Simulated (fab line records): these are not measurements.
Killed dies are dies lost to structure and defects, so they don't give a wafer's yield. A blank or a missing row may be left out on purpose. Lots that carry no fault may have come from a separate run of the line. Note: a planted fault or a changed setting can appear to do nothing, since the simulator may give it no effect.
fab line records | flow n5-finfet
[record] lots = 5 wafers = 15 last-day = 17
route steps=1938 shown FIN_CUT@156
lots untouched by any fault: they come from a run of this same line in which no faults occurred
start-h: start of the lot's first displayed wafer, in hours after the record's first day | wait-h: hours since the lot's step before | " identical to the entry in the row above | L1.1+2: a single row standing in for several wafers | - no value present, or no start provided | * or withheld: withheld | < > ~ a bound
route shown NAME@n: a module of which the file shows steps, and the number in the route of the first | usual: mean/standard deviation taken from wafers without a fault | same: alike in all rows | chamber/n: place in a boat | sites: each site's reading | _std_site: the values' standard deviation | _edge_site: mean of outer sites minus mean of inner sites | radius-mm: how far each site lies from the wafer's centre | mask NAME#n: copy n | behind: tool/chamber where the wafer was last shaped | hold: cause of the lot's hold/its duration in hours/its outcome | device: which transistor (n, p or np) failed to switch | end of line: tests of these same wafers at the route's end | a step without rows: its recipe alone | killed: dies that structure and defects cost at the first sort, which is not the same as the wafer's yield | map: per-die view of a wafer (x killed, . not killed, _ where there is no die)
set.NAME: the setting as run; set.NAME@STEP: as run at that earlier step | model.NAME: the simulator's own value behind a step, which no gauge read
lots at some steps of the route; a table a step, a row a wafer
services: a tool's chamber out of use, with start hour (start-h, from the record's first day; less than 0 if before it), hours out, and reason
[[steps]]
[step N5_FIN_CUT_COAT_29]
[recipe] resist = underlayer temp-c = 205 time-s = 60 spin-rpm = 1500 resist-thk-nm = 10
[usual] dispense-pressure-kPa = 54/3.9 plate-temp-C = 204.99/0.14 spin-speed-rpm = 1500.1/1.1
// columns lot.wafer tool chamber start-h wait-h dispense-pressure-kPa plate-temp-C spin-speed-rpm
L083.3 litho-track-01 0 - - 55 204.85 1501.2
L083.4 " 0 " " 55 205.05 1499.8
L083.5 " 0 " " 55 205.19 1499.5
L086.1 litho-track-02 0 - - 57 205.05 1501.6
L086.2 " 0 " " 57 204.92 1501.3
L086.4 " 0 " " 57 205.02 1500.5
L087.1 litho-track-01 0 - - 55 205.11 1498.8
L087.2 " 0 " " 55 205.02 1501.6
L087.6 " 0 " " 55 205.02 1499.2
L095.2 litho-track-03 0 - - 46 204.75 1501.5
L095.4 " 0 " " 46 204.82 1500.5
L095.5 " 0 " " 46 204.84 1500.3
L096.1 litho-track-03 0 - - 46 205.09 1498.7
L096.3 " 0 " " 46 205.06 1501.3
L096.4 " 0 " " 46 205.11 1500.4
[step N5_FIN_CUT_COAT_02]
[recipe] resist = CAR-EUV spin-rpm = 1500 resist-thk-nm = 30
[usual] dispense-pressure-kPa = 54/3.9 spin-speed-rpm = 1500.0/1.2
// columns lot.wafer tool chamber start-h wait-h dispense-pressure-kPa spin-speed-rpm
L083.3 litho-track-01 0 - - 55 1499.0
L083.4 " 0 " " 55 1500.3
L083.5 " 0 " " 55 1500.7
L086.1 litho-track-02 0 - - 57 1500.7
L086.2 " 0 " " 57 1502.0
L086.4 " 0 " " 57 1499.0
L087.1 litho-track-01 0 - - 55 1500.3
L087.2 " 0 " " 55 1500.7
L087.6 " 0 " " 55 1500.7
L095.2 litho-track-03 0 - - 46 1500.2
L095.4 " 0 " " 46 1499.9
L095.5 " 0 " " 46 1500.1
L096.1 litho-track-03 0 - - 46 1499.4
L096.3 " 0 " " 46 1500.7
L096.4 " 0 " " 46 1500.4
[step N5_FIN_CUT_EBR_04]
[recipe] solvent = PGMEA ebr-width-mm = 1.5
[same] ebr-width-mm = 1.5
// columns lot.wafer tool chamber start-h wait-h
L083.3+4+5 litho-track-01 0 - -
L086.1+2+4 litho-track-02 0 - -
L087.1+2+6 litho-track-01 0 - -
L095.2+4+5 litho-track-03 0 - -
L096.1+3+4 litho-track-03 0 - -
[step N5_FIN_CUT_SOFTBAKE_03]
[recipe] temp-c = 110 time-s = 60 resist = CAR-EUV
[usual] plate-temp-C = 109.99/0.12
// columns lot.wafer tool chamber start-h wait-h plate-temp-C
L083.3 litho-track-01 0 - - 109.88
L083.4 " 0 " " 109.87
L083.5 " 0 " " 109.98
L086.1 litho-track-02 0 - - 109.87
L086.2 " 0 " " 109.87
L086.4 " 0 " " 109.87
L087.1 litho-track-01 0 - - 110.12
L087.2 " 0 " " 109.99
L087.6 " 0 " " 110.12
L095.2 litho-track-03 0 - - 110.17
L095.4 " 0 " " 109.98
L095.5 " 0 " " 110.12
L096.1 litho-track-03 0 - - 109.88
L096.3 " 0 " " 110.02
L096.4 " 0 " " 109.88
[step N5_FIN_CUT_EXPOSE_05]
[recipe] mask-id = FIN_CUT na = 0.33 source-shape = annular sigma-inner = 0.35 sigma-outer = 0.8 polarization = unpolarized dose-mj = 45.75
[usual] reticle-temp-C = 22.98/0.11
[same] na = 0.33
// columns lot.wafer tool chamber start-h wait-h mask reticle-temp-C
L083.3 euv-scanner-02 0 80.16 - FIN_CUT#0 22.97
L083.4 " 0 " " FIN_CUT#0 23.00
L083.5 " 0 " " FIN_CUT#0 23.04
L086.1 euv-scanner-01 0 101.10 - FIN_CUT#0 23.14
L086.2 " 0 " " FIN_CUT#0 22.99
L086.4 " 0 " " FIN_CUT#0 23.03
L087.1 euv-scanner-01 0 108.63 - FIN_CUT#0 22.94
L087.2 " 0 " " FIN_CUT#0 22.88
L087.6 " 0 " " FIN_CUT#0 22.83
L095.2 euv-scanner-01 0 152.35 - FIN_CUT#0 23.03
L095.4 " 0 " " FIN_CUT#0 23.01
L095.5 " 0 " " FIN_CUT#0 22.89
L096.1 euv-scanner-02 0 158.00 - FIN_CUT#0 23.17
L096.3 " 0 " " FIN_CUT#0 22.97
L096.4 " 0 " " FIN_CUT#0 23.07
[step N5_FIN_CUT_PEB_06]
[recipe] peb-temp-c = 100 peb-time-s = 60 resist = CAR-EUV
[usual] plate-temp-C = 100.02/0.13
// columns lot.wafer tool chamber start-h wait-h plate-temp-C
L083.3 litho-track-03 0 80.21 0.0 100.12
L083.4 " 0 " " 100.29
L083.5 " 0 " " 100.08
L086.1 litho-track-03 0 101.17 0.1 99.94
L086.2 " 0 " " 100.15
L086.4 " 0 " " 100.14
L087.1 litho-track-02 0 108.69 0.1 100.00
L087.2 " 0 " " 100.13
L087.6 " 0 " " 100.05
L095.2 litho-track-03 0 152.41 0.1 99.93
L095.4 " 0 " " 100.05
L095.5 " 0 " " 99.93
L096.1 litho-track-02 0 158.06 0.1 100.08
L096.3 " 0 " " 99.90
L096.4 " 0 " " 100.08
[step N5_FIN_CUT_DEVELOP_07]
[recipe] develop-time-s = 30 developer = TMAH resist = CAR-EUV rinse-liquid = surfactant-rinse dry = air-spin dev-temp-c = 23
// columns lot.wafer tool chamber start-h wait-h
L083.3+4+5 litho-track-03 0 - -
L086.1+2+4 litho-track-03 0 - -
L087.1+2+6 litho-track-02 0 - -
L095.2+4+5 litho-track-03 0 - -
L096.1+3+4 litho-track-02 0 - -
[step N5_FIN_CUT_CD_MEAS_08]
[recipe] target-cd-nm = 29.1 landing-energy-ev = 500 detector = se-inlens polarity = opening
[usual] cd-nm = 29.10/0.2
// columns lot.wafer tool chamber start-h wait-h cd-nm
L083.3 cd-sem-03 0 80.28 - 29.10
L083.4 " 0 " " 29.07
L083.5 " 0 " " 29.17
L086.1 cd-sem-02 0 101.24 - 28.92
L086.2 " 0 " " 29.42
L086.4 " 0 " " 29.17
L087.1 cd-sem-03 0 108.76 - 28.77
L087.2 " 0 " " 29.03
L087.6 " 0 " " 29.14
L095.2 cd-sem-01 0 152.48 - 29.38
L095.4 " 0 " " 28.74
L095.5 " 0 " " 29.08
L096.1 cd-sem-03 0 158.13 - 29.22
L096.3 " 0 " " 29.36
L096.4 " 0 " " 29.51
[step N5_FIN_CUT_OVL_MEAS_09]
[recipe] points-per-wafer = 522
[usual] FIN_CUT_OVL = 0.3/0.59
// columns lot.wafer tool chamber start-h wait-h FIN_CUT_OVL[nm]
L083.3 overlay-02 0 80.32 0.0 0.5
L083.4 " 0 " " 0.5
L083.5 " 0 " " 0.3
L086.1 overlay-02 0 101.27 0.0 0.8
L086.2 " 0 " " -0.3
L086.4 " 0 " " -0.6
L087.1 overlay-02 0 108.79 0.0 0.5
L087.2 " 0 " " 0.7
L087.6 " 0 " " 0.5
L095.2 overlay-01 0 152.51 0.0 0.3
L095.4 " 0 " " 0.8
L095.5 " 0 " " 0.8
L096.1 overlay-01 0 158.16 0.0 0.6
L096.3 " 0 " " 0.4
L096.4 " 0 " " 0.7
[step N5_FIN_CUT_INSPECT_10]
[recipe] mode = adi inspect-instrument = brightfield
[usual] raw-defect-count = 42/13
// columns lot.wafer tool chamber start-h wait-h raw-defect-count
L083.3 defect-inspect-02 - 80.37 0.0 49
L083.4 " - " " 37
L083.5 " - " " 28
L086.1 defect-inspect-02 - 101.32 0.1 32
L086.2 " - " " 56
L086.4 " - " " 39
L087.1 defect-inspect-01 - 108.85 0.1 59
L087.2 " - " " 38
L087.6 " - " " 41
L095.2 defect-inspect-01 - 152.57 0.0 55
L095.4 " - " " 45
L095.5 " - " " 41
L096.1 defect-inspect-01 - 158.22 0.1 34
L096.3 " - " " 25
L096.4 " - " " 15
[step N5_FIN_CUT_DESCUM_13]
[recipe] chemistry = O2 time-s = 7 source-power-w = 50 bias-power-w = 20 pressure-mtorr = 20 rf-frequency-hz = 2.712e+07 temp-c = 40 resist = CAR-EUV o2-flow-sccm = 225
[usual] drypump-motor-current-A = 5.8/0.42 oes-product-au = 0.80/0.081 rf-vpp-V = 243.1/1.3 showerhead-plenum-p-Torr = 2.10/0.071 throttle-valve-pct = 20.42/0.19
// columns lot.wafer tool chamber start-h wait-h drypump-motor-current-A oes-product-au rf-hours-counter-h rf-vpp-V showerhead-plenum-p-Torr throttle-valve-pct
L083.3 rie-diel-05 2 80.40 0.0 5.3 0.83 77 242.7 2.12 20.60
L083.4 " 0 " " 5.9 0.69 238 242.2 2.16 20.74
L083.5 " 1 " " 6.1 0.83 - 242.6 2.04 20.48
L086.1 rie-diel-01 1 101.36 0.0 6.3 0.91 27 242.6 2.04 20.02
L086.2 " 2 " " 5.2 0.84 69 242.0 2.05 20.54
L086.4 " 3 " " 6.0 0.80 128 242.6 2.10 20.27
L087.1 rie-diel-05 3 108.88 0.0 6.2 0.74 199 243.8 2.15 20.30
L087.2 " 0 " " 6.0 0.69 245 243.0 2.16 20.76
L087.6 " 2 " " 5.3 0.81 - 243.8 2.12 20.59
L095.2 rie-diel-01 3 152.60 0.0 6.0 0.78 142 244.1 2.10 20.29
L095.4 " 2 " " 5.2 0.82 - 241.4 2.04 20.58
L095.5 " 3 " " 6.0 0.78 - 244.0 2.10 20.27
L096.1 rie-diel-05 3 158.46 0.2 6.2 0.72 216 244.1 2.14 20.34
L096.3 " 0 " " 5.9 0.98 2 243.4 2.16 20.44
L096.4 " 2 " " 5.3 0.80 102 243.4 2.11 20.62
[step N5_FIN_CUT_ETCH_30]
[recipe] chemistry = N2/H2 target = underlayer target-depth-a = 130 mask-material = CAR-EUV time-s = 10.4 ion-energy-ev = 200 pressure-mtorr = 30 source-w = 840 bias-w = 150 n2-flow-sccm = 200 h2-flow-sccm = 200 ends = cleared
[usual] drypump-motor-current-A = 5.8/0.41 etch-rf-on-time-s = 10.38/0.27 oes-product-au = 0.68/0.068 rf-vpp-V = 524.0/2.6 showerhead-plenum-p-Torr = 2.54/0.094 throttle-valve-pct = 17.80/0.18
// columns lot.wafer tool chamber start-h wait-h drypump-motor-current-A etch-rf-on-time-s oes-product-au rf-hours-counter-h rf-vpp-V showerhead-plenum-p-Torr throttle-valve-pct
L083.3 rie-diel-05 2 80.43 0.0 5.3 10.35 0.70 77 524.9 2.59 18.06
L083.4 " 0 " " 5.9 11.16 0.57 238 524.4 2.62 18.18
L083.5 " 1 " " 6.1 10.24 0.71 - 523.7 2.46 17.79
L086.1 rie-diel-01 1 101.39 0.0 6.3 10.50 0.76 27 521.9 2.49 17.61
L086.2 " 2 " " 5.2 10.42 0.72 69 522.0 2.47 17.83
L086.4 " 3 " " 6.0 10.57 0.67 128 523.1 2.55 17.56
L087.1 rie-diel-05 3 108.92 0.0 6.2 10.30 0.63 199 525.9 2.63 17.91
L087.2 " 0 " " 5.9 11.19 0.57 245 525.2 2.61 18.20
L087.6 " 2 " " 5.3 10.46 0.68 - 524.8 2.59 18.08
L095.2 rie-diel-01 3 152.63 0.0 6.0 10.52 0.66 142 523.7 2.54 17.60
L095.4 " 2 " " 5.2 10.32 0.70 - 522.7 2.46 17.87
L095.5 " 3 " " 6.0 10.50 0.66 - 523.4 2.54 17.60
L096.1 rie-diel-05 3 158.49 0.0 6.2 10.17 0.62 216 527.1 2.62 17.92
L096.3 " 0 " " 5.9 10.90 0.81 2 526.1 2.61 17.82
L096.4 " 2 " " 5.3 10.22 0.69 102 524.0 2.58 18.10
[step N5_FIN_CUT_ETCH_20]
[recipe] chemistry = CF4 target = SiARC target-depth-a = 260 mask-material = CAR-EUV time-s = 43.3 ion-energy-ev = 80 pressure-mtorr = 40 source-w = 545 bias-w = 36 Ar_flow_sccm = 100 cf4-flow-sccm = 100 ends = cleared
[usual] drypump-motor-current-A = 5.8/0.41 etch-rf-on-time-s = 43.1/1.1 oes-product-au = 0.68/0.07 rf-vpp-V = 184.1/1.3 showerhead-plenum-p-Torr = 2.15/0.07 throttle-valve-pct = 15.59/0.15
// columns lot.wafer tool chamber start-h wait-h drypump-motor-current-A etch-rf-on-time-s oes-product-au rf-hours-counter-h rf-vpp-V showerhead-plenum-p-Torr throttle-valve-pct
L083.3 rie-diel-05 2 80.45 0.0 5.3 43.2 0.70 77 184.5 2.16 15.69
L083.4 " 0 " " 5.9 45.6 0.58 238 184.3 2.20 15.90
L083.5 " 1 " " 6.1 42.2 0.71 - 184.2 2.10 15.65
L086.1 rie-diel-01 1 101.41 0.0 6.3 42.9 0.76 27 183.2 2.11 15.28
L086.2 " 2 " " 5.2 43.1 0.72 69 184.0 2.10 15.61
L086.4 " 3 " " 6.0 43.3 0.68 128 185.5 2.16 15.53
L087.1 rie-diel-05 3 108.94 0.0 6.2 42.3 0.63 199 184.9 2.21 15.68
L087.2 " 0 " " 5.9 46.6 0.57 245 186.1 2.20 15.92
L087.6 " 2 " " 5.3 43.4 0.69 - 184.0 2.16 15.70
L095.2 rie-diel-01 3 152.65 0.0 6.0 43.5 0.67 142 182.6 2.16 15.55
L095.4 " 2 " " 5.1 42.8 0.72 - 182.9 2.09 15.66
L095.5 " 3 " " 6.0 43.9 0.66 - 183.7 2.16 15.54
L096.1 rie-diel-05 3 158.51 0.0 6.2 42.1 0.62 216 184.4 2.20 15.71
L096.3 " 0 " " 5.9 44.7 0.82 2 185.8 2.19 15.45
L096.4 " 2 " " 5.3 42.8 0.69 102 184.5 2.15 15.73
[step N5_FIN_CUT_ETCH_21]
[recipe] chemistry = N2/H2 target = SOC target-depth-a = 2190 overetch-a = 438 mask-material = SiARC temp-c = 40 ion-energy-ev = 100 bias-w = 61 time-s = 523.5 pressure-mtorr = 30 source-w = 850 n2-flow-sccm = 200 h2-flow-sccm = 200
[usual] drypump-motor-current-A = 5.8/0.41 oes-product-au = 0.74/0.071 rf-vpp-V = 240.7/1.4 showerhead-plenum-p-Torr = 2.54/0.094 throttle-valve-pct = 17.75/0.18
// columns lot.wafer tool chamber start-h wait-h drypump-motor-current-A oes-product-au rf-hours-counter-h rf-vpp-V showerhead-plenum-p-Torr throttle-valve-pct
L083.3 rie-diel-05 2 80.49 0.0 5.3 0.76 77 241.0 2.59 18.02
L083.4 " 0 " " 5.9 0.64 238 240.8 2.62 18.16
L083.5 " 1 " " 6.1 0.76 - 240.1 2.46 17.73
L086.1 rie-diel-01 1 101.45 0.0 6.3 0.81 27 239.8 2.49 17.55
L086.2 " 2 " " 5.2 0.77 70 240.1 2.47 17.77
L086.4 " 3 " " 6.0 0.73 128 241.0 2.55 17.53
L087.1 rie-diel-05 3 108.98 0.0 6.2 0.68 199 241.0 2.63 17.85
L087.2 " 0 " " 5.9 0.64 245 242.8 2.61 18.16
L087.6 " 2 " " 5.3 0.74 - 239.4 2.59 18.01
L095.2 rie-diel-01 3 152.69 0.0 6.0 0.72 142 240.0 2.54 17.55
L095.4 " 2 " " 5.2 0.76 - 240.5 2.46 17.82
L095.5 " 3 " " 6.0 0.72 - 240.7 2.54 17.55
L096.1 rie-diel-05 3 158.55 0.0 6.2 0.67 216 242.2 2.62 17.88
L096.3 " 0 " " 5.9 0.90 2 241.5 2.61 17.77
L096.4 " 2 " " 5.3 0.73 102 240.1 2.58 18.04
[step N5_FIN_CUT_STRIP_23]
[recipe] chemistry = N2/H2 temp-c = 40 n2-flow-sccm = 200 h2-flow-sccm = 200 rf-frequency-hz = 6e+07
// columns lot.wafer tool chamber start-h wait-h
L083.3+4+5 rie-diel-05 2,0,1 80.80 0.2
L086.1+2+4 rie-diel-01 1,2,3 101.76 0.2
L087.1+2+6 rie-diel-05 3,0,2 109.28 0.2
L095.2+4+5 rie-diel-01 3,2,3 153.00 0.2
L096.1+3+4 rie-diel-05 3,0,2 158.85 0.2
[step N5_FIN_CUT_STRIP_31]
[recipe] chemistry = N2/H2 temp-c = 40 n2-flow-sccm = 200 h2-flow-sccm = 200 rf-frequency-hz = 6e+07
// columns lot.wafer tool chamber start-h wait-h
L083.3+4+5 rie-diel-05 2,0,1 80.81 0.0
L086.1+2+4 rie-diel-01 1,2,3 101.77 0.0
L087.1+2+6 rie-diel-05 3,0,2 109.29 0.0
L095.2+4+5 rie-diel-01 3,2,3 153.01 0.0
L096.1+3+4 rie-diel-05 3,0,2 158.86 0.0
[step N5_FIN_CUT_STRIP_24]
[recipe] chemistry = CF4 resist = SiARC power-w = 300 bias-power-w = 75 pressure-mtorr = 50 cf4-flow-sccm = 150 rf-frequency-hz = 6e+07
[usual] drypump-motor-current-A = 5.7/0.42 oes-product-au = 0.79/0.076 rf-vpp-V = 271.3/1.6 showerhead-plenum-p-Torr = 1.80/0.061 throttle-valve-pct = 13.57/0.17
// columns lot.wafer tool chamber start-h wait-h drypump-motor-current-A oes-product-au rf-hours-counter-h rf-vpp-V showerhead-plenum-p-Torr throttle-valve-pct
L083.3 rie-diel-05 2 80.82 0.0 5.3 0.81 77 271.5 1.81 13.63
L083.4 " 0 " " 5.9 0.69 238 272.9 1.85 13.93
L083.5 " 1 " " 6.1 0.81 - 270.6 1.76 13.59
L086.1 rie-diel-01 1 101.78 0.0 6.3 0.88 28 270.6 1.77 13.23
L086.2 " 2 " " 5.2 0.84 70 270.9 1.75 13.52
L086.4 " 3 " " 6.0 0.79 128 271.6 1.80 13.48
L087.1 rie-diel-05 3 109.30 0.0 6.2 0.73 199 272.2 1.86 13.74
L087.2 " 0 " " 5.9 0.68 246 271.7 1.85 13.95
L087.6 " 2 " " 5.3 0.80 - 272.5 1.81 13.67
L095.2 rie-diel-01 3 153.02 0.0 6.0 0.78 142 271.6 1.80 13.50
L095.4 " 2 " " 5.2 0.81 - 271.3 1.75 13.58
L095.5 " 3 " " 6.0 0.78 - 271.5 1.80 13.50
L096.1 rie-diel-05 3 158.87 0.0 6.2 0.71 217 270.9 1.86 13.78
L096.3 " 0 " " 5.9 0.96 2 273.5 1.84 13.39
L096.4 " 2 " " 5.3 0.78 102 271.5 1.80 13.71
[[services]]
// columns tool chamber start-h hours kind
rie-diel-05 - 60.59 0.6 repair
euv-scanner-01 - 76.61 1.0 pm
euv-scanner-02 - 91.50 1.0 pm
rie-diel-01 - 98.51 2.8 pm
euv-scanner-02 0 99.54 - calibration
litho-track-03 - 100.02 - consumable-replace:filter
rie-diel-01 3 111.79 13.2 repair
rie-diel-05 0 123.19 - clean
rie-diel-05 0 123.19 - consumable-replace:focus-ring
rie-diel-05 0 123.19 28.3 scheduled-down
rie-diel-05 0 123.19 28.3 vent-cycle
rie-diel-01 0 123.46 131.8 repair
rie-diel-05 1 126.84 5.4 repair
euv-scanner-01 - 132.75 1.0 pm
euv-scanner-02 - 147.65 1.0 pm
rie-diel-01 3 154.67 14.1 repair
[[key]]
fault none
